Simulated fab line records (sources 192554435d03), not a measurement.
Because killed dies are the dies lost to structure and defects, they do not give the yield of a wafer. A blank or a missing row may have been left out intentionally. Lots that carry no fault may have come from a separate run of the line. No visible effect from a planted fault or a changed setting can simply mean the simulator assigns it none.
Which of the tools did it? | flow n5 finfet | Sampling: 14 lots, 42 wafers, 4 of 1938 route steps

== WHAT THE GAUGES SHOWED, per wafer ==
The record holds no reading of a measuring or inspecting step that can be judged against a usual standard deviation.

== WHICH TOOL RAN EACH LOT (tool, then ch and the chambers of the sampled wafers, then the start) ==
lot  | N5_PASSIVATION_PECVD_01         | N5_PASSIVATION_PASS_ETCH_74        | N5_PASSIVATION_AL_DEP_21     | N5_PASSIVATION_EXPOSE_27
L493 | pecvd-04 ch 1,2, day 11 15:47   | rie diel-04 ch 0,2,3, day 11 17:29 | pvd sputter-03, day 11 18:19 | krf scanner-02 ch 0, day 11 18:45
L495 | pecvd-02 ch 0,1,2, day 12 00:34 | rie diel-04 ch 0,3, day 12 01:14   | pvd sputter-02, day 12 02:10 | krf scanner-01 ch 0, day 12 02:35
L496 | pecvd-02 ch 0,1, day 13 01:53   | rie diel-04 ch 0,1,3, day 13 02:32 | pvd sputter-01, day 13 03:58 | krf scanner-02 ch 0, day 13 04:24
L500 | pecvd-03 ch 0,2, day 14 19:11   | rie diel-03 ch 0,2,3, day 14 20:44 | pvd sputter-03, day 14 21:44 | krf scanner-02 ch 0, day 14 22:02
L501 | pecvd-03 ch 0,2, day 15 09:35   | rie diel-05 ch 0,1, day 15 10:31   | pvd sputter-01, day 15 11:37 | krf scanner-01 ch 0, day 15 12:02
L504 | pecvd-03 ch 0,2, day 15 10:35   | rie diel-03 ch 0,1,2, day 15 11:38 | pvd sputter-02, day 15 12:44 | krf scanner-02, day 15 13:10
L505 | pecvd-04 ch 0,1,2, day 15 16:02 | rie diel-05 ch 0,1,3, day 15 17:22 | pvd sputter-03, day 15 18:21 | krf scanner-01, day 15 18:47
L506 | pecvd-03 ch 0,1,2, day 15 22:06 | rie diel-05 ch 0,1,3, day 16 00:23 | pvd sputter-03, day 16 01:20 | krf scanner-02 ch 0, day 16 01:47
L509 | pecvd-02 ch 0,1,2, day 16 13:31 | rie diel-03 ch 0,1,3, day 16 18:34 | pvd sputter-02, day 16 19:23 | krf scanner-02 ch 0, day 16 19:41
L510 | pecvd-02 ch 0,1,2, day 16 15:21 | rie diel-04 ch 1,2,3, day 16 18:37 | pvd sputter-01, day 16 19:34 | krf scanner-02 ch 0, day 16 19:52
L508 | pecvd-03 ch 2, day 17 02:33     | rie diel-04 ch 2,3, day 17 05:10   | pvd sputter-03, day 17 06:02 | krf scanner-01 ch 0, day 17 06:28
L515 | pecvd-03 ch 1,2, day 17 04:39   | rie diel-05 ch 1,2, day 17 06:30   | pvd sputter-02, day 17 09:26 | krf scanner-02 ch 0, day 17 09:52
L511 | pecvd-03 ch 1, day 17 06:58     | rie diel-03 ch 1,2, day 17 09:11   | pvd sputter-01, day 17 10:17 | krf scanner-01 ch 0, day 17 10:42
L516 | pecvd-02 ch 0,1,2, day 18 16:07 | rie diel-04 ch 0,2,3, day 18 18:31 | pvd sputter-01, day 18 19:13 | krf scanner-02 ch 0, day 18 19:39
- N5_PASSIVATION_PECVD_01: deposits SiNx from SiH4/NH3/N2, target thk 200 nm, time 43.2 s.
- N5_PASSIVATION_PASS_ETCH_74: etches SiNx in CF4/O2, target depth 220 nm, time 110 s.
- N5_PASSIVATION_AL_DEP_21: deposits Al, target thk 2800 nm, time 170 s.
- N5_PASSIVATION_EXPOSE_27: exposes mask PAD, defocus 0 nm.

== AS READ BY THE TOOLS THEMSELVES (means over the sampled wafers that have a number; for cases with no such wafer, the mark the record gives instead) ==
N5_PASSIVATION_PECVD_01. Usual: chamber pressure Torr 4.898 Torr, standard deviation 0.01; heater power w 385 W, standard deviation 70; rf fwd power W 1393 W, standard deviation 5.7; showerhead plenum p Torr 8.68 Torr, standard deviation 0.088; throttle valve pct 28.6 %, standard deviation 1.5.
lot  | tool     | chamber pressure Torr (Torr) | heater power w (W) | rf fwd power W (W) | showerhead plenum p Torr (Torr) | throttle valve pct (%) | flag
L493 | pecvd-04 | 4.896                        | 339                | 1398               | 8.70                            | 28.8                   |
L495 | pecvd-02 | 4.907                        | 481                | 1390               | 8.67                            | 28.5                   |
L496 | pecvd-02 | 4.901                        | 371                | 1394               | 8.62                            | 30.6                   |
L500 | pecvd-03 | 4.897                        | 363                | 1392               | 8.68                            | 28.3                   |
L501 | pecvd-03 | 4.892                        | 335                | 1399               | 8.68                            | 28.4                   |
L504 | pecvd-03 | 4.899                        | 330                | 1394               | 8.69                            | 28.3                   |
L505 | pecvd-04 | 4.903                        | 341                | 1399               | 8.70                            | 28.1                   |
L506 | pecvd-03 | 4.900                        | 369                | 1395               | 8.68                            | 28.6                   |
L509 | pecvd-02 | 4.898                        | 458                | 1391               | 8.66                            | 28.8                   |
L510 | pecvd-02 | 4.899                        | 378                | 1390               | 8.65                            | 28.9                   |
L508 | pecvd-03 | 4.908                        | 313                | 1395               | 8.64                            | 28.2                   |
L515 | pecvd-03 | 4.899                        | 335                | 1396               | 8.62                            | 28.4                   |
L511 | pecvd-03 | 4.894                        | 442                | 1399               | 8.64                            | 29.0                   |
L516 | pecvd-02 | 4.890                        | 425                | 1394               | 8.68                            | 28.9                   |

N5_PASSIVATION_PASS_ETCH_74. Usual: bias w 48.99 W, standard deviation 0.13; cf4 flow sccm 99.98 sccm, standard deviation 0.28; drypump motor current A 5.7 A, standard deviation 0.4; oes product au 0.80 a.u., standard deviation 0.092; rf fwd power W 532.0 W, standard deviation 1.7; rf vpp V 240 V, standard deviation 6.6; showerhead plenum p Torr 2.23 Torr, standard deviation 0.082; throttle valve pct 15.98 %, standard deviation 0.25.
lot  | tool        | bias w (W) | cf4 flow sccm (sccm) | drypump motor current A (A) | oes product au (a.u.) | rf fwd power W (W) | rf vpp V (V) | showerhead plenum p Torr (Torr) | throttle valve pct (%) | flag
L493 | rie diel-04 | 49.01      | 99.91                | 5.7                         | 0.76                  | 531.4              | 239          | 2.20                            | 16.08                  |
L495 | rie diel-04 | 49.14      | 99.87                | 5.4                         | 0.78                  | 530.9              | 237          | 2.18                            | 16.06                  |
L496 | rie diel-04 | 49.01      | 99.98                | 5.4                         | 0.80                  | 532.8              | 237          | 2.21                            | 16.06                  |
L500 | rie diel-03 | 49.00      | 99.72                | 5.8                         | 0.85                  | 531.6              | 240          | 2.29                            | 15.82                  |
L501 | rie diel-05 | 48.87      | 100.19               | 6.0                         | 0.80                  | 531.4              | 239          | 2.24                            | 16.13                  |
L504 | rie diel-03 | 49.17      | 100.14               | 5.6                         | 0.82                  | 532.1              | 236          | 2.26                            | 15.83                  |
L505 | rie diel-05 | 48.92      | 100.16               | 6.1                         | 0.78                  | 532.8              | 246          | 2.26                            | 16.12                  |
L506 | rie diel-05 | 49.01      | 99.89                | 6.1                         | 0.78                  | 533.4              | 246          | 2.26                            | 16.12                  |
L509 | rie diel-03 | 48.97      | 100.24               | 5.6                         | 0.78                  | 531.5              | 240          | 2.22                            | 15.91                  |
L510 | rie diel-04 | 48.96      | 99.94                | 5.7                         | 0.85                  | 532.9              | 240          | 2.23                            | 15.96                  |
L508 | rie diel-04 | 49.00      | 99.75                | 6.0                         | 0.89                  | 531.2              | 240          | 2.22                            | 15.84                  |
L515 | rie diel-05 | 48.97      | 99.87                | 6.1                         | 0.71                  | 533.3              | 239          | 2.18                            | 16.11                  |
L511 | rie diel-03 | 49.02      | 99.88                | 5.6                         | 0.86                  | 533.0              | 238          | 2.26                            | 15.71                  |
L516 | rie diel-04 | 49.06      | 100.07               | 5.7                         | 0.80                  | 531.2              | 239          | 2.19                            | 16.01                  |

N5_PASSIVATION_AL_DEP_21. Usual: cathode dc power W 30001 W, standard deviation 5.4; throttle valve pct 29.5 %, standard deviation 0.93.
lot  | tool           | cathode dc power W (W) | throttle valve pct (%) | flag
L493 | pvd sputter-03 | 29997                  | 28.9                   |
L495 | pvd sputter-02 | 29994                  | 29.3                   |
L496 | pvd sputter-01 | 30002                  | 29.9                   |
L500 | pvd sputter-03 | 29999                  | 28.8                   |
L501 | pvd sputter-01 | 30001                  | 29.0                   |
L504 | pvd sputter-02 | 30008                  | 29.1                   |
L505 | pvd sputter-03 | 30002                  | 29.3                   |
L506 | pvd sputter-03 | 29999                  | 29.3                   |
L509 | pvd sputter-02 | 30001                  | 29.2                   |
L510 | pvd sputter-01 | 30006                  | 30.1                   |
L508 | pvd sputter-03 | 30000                  | 29.1                   |
L515 | pvd sputter-02 | 30003                  | 29.1                   |
L511 | pvd sputter-01 | 29999                  | 31.3                   |
L516 | pvd sputter-01 | 30002                  | 29.6                   |

N5_PASSIVATION_EXPOSE_27. Usual: exposure dose mJ cm2 32.30, standard deviation 0.037; focus offset nm 0.1 nm, standard deviation 0.45.
lot  | tool           | exposure dose mJ cm2 | focus offset nm (nm) | flag
L493 | krf scanner-02 | 32.33                | 0.2                  |
L495 | krf scanner-01 | 32.31                | -0.2                 |
L496 | krf scanner-02 | 32.36                | 0.2                  |
L500 | krf scanner-02 | 32.34                | 0.2                  |
L501 | krf scanner-01 | 32.28                | -0.3                 |
L504 | krf scanner-02 | -                    | -                    | OFF
L505 | krf scanner-01 | -                    | -                    | OFF
L506 | krf scanner-02 | 32.31                | -0.1                 |
L509 | krf scanner-02 | 32.27                | 0.1                  |
L510 | krf scanner-02 | 32.28                | -0.3                 |
L508 | krf scanner-01 | 32.27                | 0.5                  |
L515 | krf scanner-02 | 32.29                | 0.3                  |
L511 | krf scanner-01 | 32.28                | -0.4                 |
L516 | krf scanner-02 | 32.26                | 0.2                  |

== THE ANSWER, worked out from the rows above alone ==
Rule: a lot counts as off when the mean over its wafers that have a number is more than 3 standard deviations away from the usual mean. Also off: a lot with no number at a reading for which 4 or more lots have one. All remaining lots with rows at the step are treated as sound. Order of review: gauges by route order, followed by the tools' own readings, for which a lot's mean as printed above is used. At the first step where some lot is off, the reading lying furthest off is the one used; lots without a number count as furthest.
Off at N5_PASSIVATION_EXPOSE_27 (exposure dose mJ cm2): L504, L505. Without a number there: L504, L505.
A tool fits if, at that step or a process step before it, it ran every lot that is off, and no sound lot after the first of them. None of those tried fits.

== WHAT HAD BEEN PUT IN BY THE SIMULATOR ==
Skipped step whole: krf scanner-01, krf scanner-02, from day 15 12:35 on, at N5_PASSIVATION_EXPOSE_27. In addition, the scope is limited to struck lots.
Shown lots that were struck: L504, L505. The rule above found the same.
